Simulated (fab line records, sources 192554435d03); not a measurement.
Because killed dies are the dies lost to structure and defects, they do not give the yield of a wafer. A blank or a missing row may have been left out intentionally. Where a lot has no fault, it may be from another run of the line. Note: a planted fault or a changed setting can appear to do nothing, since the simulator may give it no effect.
Split-lot trial | flow n5 finfet | 21 wafers read across 7 lots, on a route 1938 steps long

== THE SPLIT ITSELF ==
At N5_SDB_EXPOSE_08 (exposes mask SDB), the setting dose mj was moved away from the recipe's 49.6 on 4 of the 21 wafers read, by -7.4% to +5.7%. All remaining wafers had this setting at the recipe value.

== FROM THE SPLIT TO THE READING: what the file shows between them, 2 steps ==
- N5_SDB_PEB_09: peb time 60 s
- N5_SDB_DEVELOP_10: develop time 30 s

== THE READING ==
At N5_SDB_CD_MEAS_11: cd nm in nanometres, against a target cd of 50 nm. A value of 50.0 nm with a standard deviation of 1.2 nm is what fault-free wafers of this fab line usually give.

wafer  | tool, chamber at the split | dose mj as run | against the recipe | cd nm, nm | against lot-mates on the recipe
L075.1 | arfi scanner-03, 0         | 49.6           | recipe             | 50.6      | -
L075.2 | arfi scanner-03, 0         | 49.6           | recipe             | 49.0      | -
L075.4 | arfi scanner-03, 0         | 49.6           | recipe             | 51.7      | -
L081.2 | arfi scanner-03, 0         | 49.6           | recipe             | 51.7      | -
L081.4 | arfi scanner-03, 0         | 49.6           | recipe             | 51.0      | -
L081.6 | arfi scanner-03, 0         | 49.6           | recipe             | 51.5      | -
L084.1 | arfi scanner-03, 0         | 46.21          | -6.8%              | 44.1      | -7.2
L084.5 | arfi scanner-03, 0         | 49.6           | recipe             | 50.2      | -
L084.6 | arfi scanner-03, 0         | 49.6           | recipe             | 52.5      | -
L086.1 | arfi scanner-01, 0         | 49.6           | recipe             | 49.4      | -
L086.4 | arfi scanner-01, 0         | 49.6           | recipe             | 48.2      | -
L086.5 | arfi scanner-01, 0         | 52.43          | +5.7%              | 56.7      | +7.9
L090.1 | arfi scanner-02, 0         | 49.6           | recipe             | 48.3      | -
L090.2 | arfi scanner-02, 0         | 49.6           | recipe             | 49.9      | -
L090.4 | arfi scanner-02, 0         | 49.6           | recipe             | 49.7      | -
L095.1 | arfi scanner-03, 0         | 49.6           | recipe             | 50.1      | -
L095.2 | arfi scanner-03, 0         | 49.6           | recipe             | 47.0      | -
L095.3 | arfi scanner-03, 0         | 49.6           | recipe             | 49.0      | -
L096.1 | arfi scanner-03, 0         | 45.95          | -7.4%              | 39.9      | -9.8
L096.2 | arfi scanner-03, 0         | 45.95          | -7.4%              | 42.0      | -7.7
L096.6 | arfi scanner-03, 0         | 49.6           | recipe             | 49.7      | -

FIT RESULTS
A straight line over all 21 wafers: cd nm changes by +1.13 nm for each +1% of dose mj; r = +0.92; the points scatter about the line by 1.5 nm.
The same after taking each lot's own level away (the mean of its wafers on the recipe; 21 wafers): +1.2 nm for each +1%; r = +0.97; scatter 0.97 nm.
On that fit, the largest move of dose mj shifts the reading by 8.8 nm.
Measured against the standard deviation above, the lots' own levels, which go from 48.70 to 51.40 nm, span 2.3 times it.
The two slopes agree, so the slope changes little with the lot-to-lot level.
Check: -8.27 nm against its lot-mates is what the line predicts for one of the wafers moved furthest among these (-7.4%) when that wafer is left out of the fit. It came out at -9.8 nm against them.

== FURTHER SPLITS ON THESE WAFERS ==
Note: prior to the reading, these wafers also went through further splits. Each is held against what the fit with the lots' levels taken away leaves over:
other split on the same wafers  | wafers away from the commonest value | r with cd nm (lot level and that fit taken away)
N5_DUMMY_GATE_EXPOSE_12 dose mj | 9                                    | +0.18
N5_SD_EPI_P_PEB_07 peb time s   | 9                                    | -0.02

== FILE'S OWN FIT ==
cd nm changes by +1.2 nm for each +1% of dose mj, r = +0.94.
